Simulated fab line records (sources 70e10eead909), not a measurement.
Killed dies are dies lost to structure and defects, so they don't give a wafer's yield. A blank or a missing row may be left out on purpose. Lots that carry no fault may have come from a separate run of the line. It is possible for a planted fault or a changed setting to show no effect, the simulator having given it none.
Comparing a struck lot with a sound one + flow nand_harc + 14 out of 1159 route steps
Sound: the wafers L586.2, L586.3, L586.5. Struck: wafers L587.3, L587.4, L587.5. Last of all comes the cause.
Each step with rows lists, per side, the tool, then ch with its chambers, then its first start. Under that, the readings that differ: sound wafers + struck wafers + difference of the means + sigmas: that difference in standard deviations of wafers without a fault.
alike: words and numbers the same on both sides, and readings whose means are apart by under 2 such deviations; not compared: readings that were withheld, readings missing a value for some wafer, numbers with overlapping values and no deviation given by the record, and bounds like >300 which may hide the same value.
Wherever a step has rows on one side only, a row that says differs or no value, or a row with sigmas, the two part there. Numbers that have no deviation but don't overlap get no sigmas and don't part them. A reading that every wafer of one side lacks parts them only if that side has two wafers or more.

first, 5 steps without rows for these wafers: NHARC_A_STAIRCASE_EBR_246; NHARC_A_STAIRCASE_EXPOSE_247 (exposes mask SDS 1); NHARC_A_STAIRCASE_PEB_248 (peb time 130 s); NHARC_A_STAIRCASE_DEVELOP_249 (time 140 s); NHARC_A_STAIRCASE_HARDBAKE_251 (time 140 s).
NHARC_A_STAIRCASE_DESCUM_252: chemistry O2, time 3 s.
  sound on rie_diel-07 ch 0,1,3, day 13 11:53; struck on rie_diel-13 ch 1,2,3, day 13 20:35
  alike: drypump_motor_current_A, mfc_ar_sccm, oes_product_au, rf_vpp_V, showerhead_plenum_p_Torr, throttle_valve_pct
  not compared: rf_hours_counter_h
NHARC_A_STAIRCASE_ETCH_253: etches the open film in C4F8/O2, target depth 50 nm, time 20.2 s.
  sound on rie_diel-07 ch 1,2,3, day 13 11:58; struck on rie_diel-13 ch 0,1,2, day 13 20:40
  alike: oes_product_au, rf_vpp_V
  not compared: rf_hours_counter_h
NHARC_A_STAIRCASE_STRIP_254: strips in O2.
  sound on plasma_asher-02 ch 0,1, day 13 13:31; struck on plasma_asher-01 ch 0,1, day 13 20:50
| reading            | sound       | struck      | difference | sigmas |
|--------------------|-------------|-------------|------------|--------|
| heater_power_w (W) | 282 277 308 | 315 325 325 | +33        | +2     |
  alike: drypump_motor_current_A
  not compared: rf_hours_counter_h
then, 3 steps without rows for these wafers: NHARC_A_STAIRCASE_STRIP_255 (strips in SPM, time 900 s); NHARC_A_STAIRCASE_PRECLEAN_256 (cleans in SC1); NHARC_A_STAIRCASE_SRD_257.
NHARC_A_STAIRCASE_HM_DEP_456: deposits aC, target thk 1500 nm.
  sound on acl_dep-02 ch 0, day 13 14:35; struck on acl_dep-01 ch 0, day 14 02:02
  alike: throttle_valve_pct
NHARC_A_STAIRCASE_DEP_259: deposits SiON, target thk 30 nm.
  sound on pecvd-04 ch 0,1,2, day 13 16:11; struck on pecvd-01 ch 1,2, day 14 03:22
  alike: heater_power_outer_w, heater_power_w
-- record jumps: 8 days between struck wafers' starts before vs after; left off in module A_STAIRCASE, resumes in module END, first step shown is number 1159 of the route --
NHARC_END_SORT_01:
  sound on prober-02 ch 0, day 20 22:19; struck on prober-01 ch 0, day 22 02:55
  alike: killed_at_array, killed_at_other, killed_at_periphery, killed_dies, killed_open, killed_short

## WHERE THEY PART
At NHARC_A_STAIRCASE_STRIP_254 and nowhere else, as far as this record goes. Later steps at which nothing parts them and some readings are alike: NHARC_A_STAIRCASE_HM_DEP_456, NHARC_A_STAIRCASE_DEP_259, NHARC_END_SORT_01.

WHY: the cause the simulator had injected
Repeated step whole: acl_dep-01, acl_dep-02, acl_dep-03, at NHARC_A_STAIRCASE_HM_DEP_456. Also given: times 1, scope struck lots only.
